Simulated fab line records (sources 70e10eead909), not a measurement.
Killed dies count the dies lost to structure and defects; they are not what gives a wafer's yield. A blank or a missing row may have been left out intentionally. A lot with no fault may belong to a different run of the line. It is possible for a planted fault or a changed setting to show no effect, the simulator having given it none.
Which of the tools did it?    flow nand harc    12 lots (36 wafers sampled), 1 step of a 1159-step route

WHAT THE GAUGES READ, wafer by wafer
NHARC_P_CONTACT_OVL_MEAS_13.
lot   measured      on          overlay x nm (nm)
L075  day 5 19:17   overlay-01  0.5 0.7 0.2
L077  day 6 09:17   overlay-02  0.0 0.1 -0.4
L078  day 6 15:15   overlay-01  -0.4 -0.5 0.0
L082  day 7 08:44   overlay-02  -0.2 -0.3 -0.3
L083  day 7 19:26   overlay-01  -0.1 0.1 -0.1
L086  day 8 20:40   overlay-01  -0.7 -0.6 -1.2
L087  day 8 22:35   overlay-02  -0.2 -0.4 -0.4
L089  day 9 08:31   overlay-02  -1.6 -2.3 -1.6
L091  day 9 21:46   overlay-01  0.4 0.3 -0.1
L092  day 10 03:42  overlay-01  1.0 1.8 1.3
L094  day 10 20:43  overlay-01  -0.1 -0.6 -0.4
L097  day 11 03:51  overlay-02  0.1 -0.5 -0.4

EACH LOT AND THE TOOL THAT RAN IT (in order: tool; ch and the chambers of the sampled wafers; start)
Record: no process step prior to these readings.

THE ANSWER, worked out from the rows above alone
Rule: usual is defined by the lots themselves. Put in order of their means at a reading, lots are off if they are a third of the lots or fewer, leave a main group of 4 or more, and stand apart from it by a gap of 3 or more times the standard deviation of the main group's means; of several such gaps the widest counts. The tables above print the reading to a certain number of digits; a main group whose means all agree to those digits is not used. A lot without any number at a reading at which 4 lots or more have one is off too. Any other lot the step has rows for is counted as sound.
No lot is off on any of the readings shown, so nothing can be concluded from this.

WHAT HAD BEEN PUT IN BY THE SIMULATOR
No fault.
